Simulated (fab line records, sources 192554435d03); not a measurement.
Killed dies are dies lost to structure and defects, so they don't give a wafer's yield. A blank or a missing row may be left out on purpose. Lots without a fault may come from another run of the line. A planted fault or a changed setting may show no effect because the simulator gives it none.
A struck lot beside a sound one | flow n5_finfet | 15 steps out of a route of 1938
Sound: wafers L935.2, L935.3, L935.6. Struck: wafer L945.6. (L945.3, L945.4 of the same lot were not struck and are left out.) The cause comes at the end.
At each step with rows: each side's tool, then ch and its chambers, then its first start. Under that, the readings that differ: sound wafers | struck wafers | difference of the means | sigmas: that difference in standard deviations of wafers without a fault.
alike: readings whose means differ by less than 2 such deviations, and words and numbers that are the same on both sides. not compared: withheld readings, readings that some wafer has no value for, bounds like >300 that may hide the same value, and numbers for which the record gives no deviation and whose values overlap.
The two part at a step that has a row with sigmas, a row that says differs or no value, or rows on one side only. Numbers that don't overlap but have no deviation are shown without sigmas and don't part them. A reading that every wafer of one side lacks parts them only if that side has two wafers or more.

first, 4 steps without rows for these wafers: N5_BEOL_M3_SOFTBAKE_23 (time 60 s); N5_BEOL_M3_EXPOSE_25 (exposes mask V2, defocus 5 nm); N5_BEOL_M3_PEB_26 (peb time 60 s); N5_BEOL_M3_DEVELOP_27 (develop time 30 s).
N5_BEOL_M3_CD_MEAS_28: target cd 25.7 nm, target cd y 23.3 nm.
  sound on cd_sem-03 ch 0, day 7 21:08; struck on cd_sem-03 ch 0, day 10 17:19
  alike: cd_nm
N5_BEOL_M3_OVL_MEAS_29:
  sound on overlay-02 ch 0, day 7 21:10; struck on overlay-02 ch 0, day 10 17:21
  alike: V2_OVL
N5_BEOL_M3_INSPECT_30: inspects for defects (brightfield).
  sound on defect_inspect-02, day 7 21:13; struck on defect_inspect-01, day 10 17:23
  alike: raw_defect_count
N5_BEOL_M3_DESCUM_33: chemistry O2, time 7 s.
  sound on rie_diel-04 ch 0,1,2, day 7 21:15; struck on rie_diel-06 ch 2, day 10 17:26
  alike: drypump_motor_current_A, oes_product_au, rf_fwd_power_W, rf_vpp_V, showerhead_plenum_p_Torr, throttle_valve_pct
  not compared: rf_hours_counter_h
N5_BEOL_M3_ETCH_77: etches underlayer in N2/H2, target depth 6.5 nm, time 5.2 s.
  sound on rie_diel-04 ch 0,1,2, day 7 21:17; struck on rie_diel-06 ch 2, day 10 17:28
  reading            | sound             | struck | difference | sigmas
  rf_fwd_power_W (W) | 822.8 818.2 813.9 | 824.0  | +5.7       | +2
  alike: drypump_motor_current_A, etch_rf_on_time_s, n2_flow_sccm, oes_product_au, rf_vpp_V, showerhead_plenum_p_Torr, throttle_valve_pct
  not compared: rf_hours_counter_h
N5_BEOL_M3_ETCH_69: etches SiARC in CF4, target depth 15.6 nm, time 26 s.
  sound on rie_diel-04 ch 0,1,2, day 7 21:18; struck on rie_diel-06 ch 2, day 10 17:29
  reading      | sound             | struck | difference | sigmas
  rf_vpp_V (V) | 181.9 184.0 181.9 | 185.0  | +2.4       | +2
  alike: drypump_motor_current_A, etch_rf_on_time_s, oes_product_au, rf_fwd_power_W, showerhead_plenum_p_Torr, throttle_valve_pct
  not compared: rf_hours_counter_h
N5_BEOL_M3_ALD_98: deposits SiO2, target thk 2.5 nm, pulse time 1 s, co reactant pulse time 1 s.
  sound on ald_sin-02 ch 0,1, day 7 21:31; struck on ald_sin-01 ch 1, day 10 17:34
  alike: heater_power_w, precursor_pulse_height_rel
N5_BEOL_M3_ETCHBACK_99: etches SiO2 in CHF3, target depth 5 nm, time 10.4 s.
  sound on rie_diel-04 ch 0,2,3, day 8 03:14; struck on rie_diel-06 ch 0, day 10 23:02
  alike: drypump_motor_current_A, oes_ar_750_au, oes_f_703_au, oes_product_au, rf_fwd_power_W, rf_vpp_V, showerhead_plenum_p_Torr, throttle_valve_pct
  not compared: rf_hours_counter_h
N5_BEOL_M3_ETCH_70: etches SOC in N2/H2, target depth 80 nm, overetch 16 nm, time 120 s.
  sound on rie_diel-04 ch 0,2,3, day 8 03:16; struck on rie_diel-06 ch 0, day 10 23:04
  reading                                    | sound             | struck | difference | sigmas
  rf_fwd_power_W (W)                         | 836 837 835       | 1038   | +202       | +65
  rf_vpp_V (V)                               | 526.0 521.5 523.7 | 490.0  | -33.7      | -13
  model.SiARC_of_BEOL_M3_COAT_68.thk_nm (nm) | 6.4 6.6 6.4       | 5.8    | -0.7       |
  alike: drypump_motor_current_A, n2_flow_sccm, oes_product_au, showerhead_plenum_p_Torr, throttle_valve_pct
  not compared: rf_hours_counter_h
then, 1 step without rows for these wafers: N5_BEOL_M3_STRIP_71 (strips in N2/H2).
N5_BEOL_M4_RC_MEAS_101:
  sound on prober-01 ch 0, day 8 20:35; struck on prober-02 ch 0, day 11 17:20
  alike: DIBL_N, DIBL_P, IOFF_N, IOFF_P, ION_N, ION_P, SS_N, SS_P, VT_N, VT_P

WHERE THEY PART
First at N5_BEOL_M3_ETCH_77; last, within this record, at N5_BEOL_M3_ETCH_70. Later steps at which nothing parts them and some readings are alike: N5_BEOL_M4_RC_MEAS_101.

WHY: what the simulator had put in
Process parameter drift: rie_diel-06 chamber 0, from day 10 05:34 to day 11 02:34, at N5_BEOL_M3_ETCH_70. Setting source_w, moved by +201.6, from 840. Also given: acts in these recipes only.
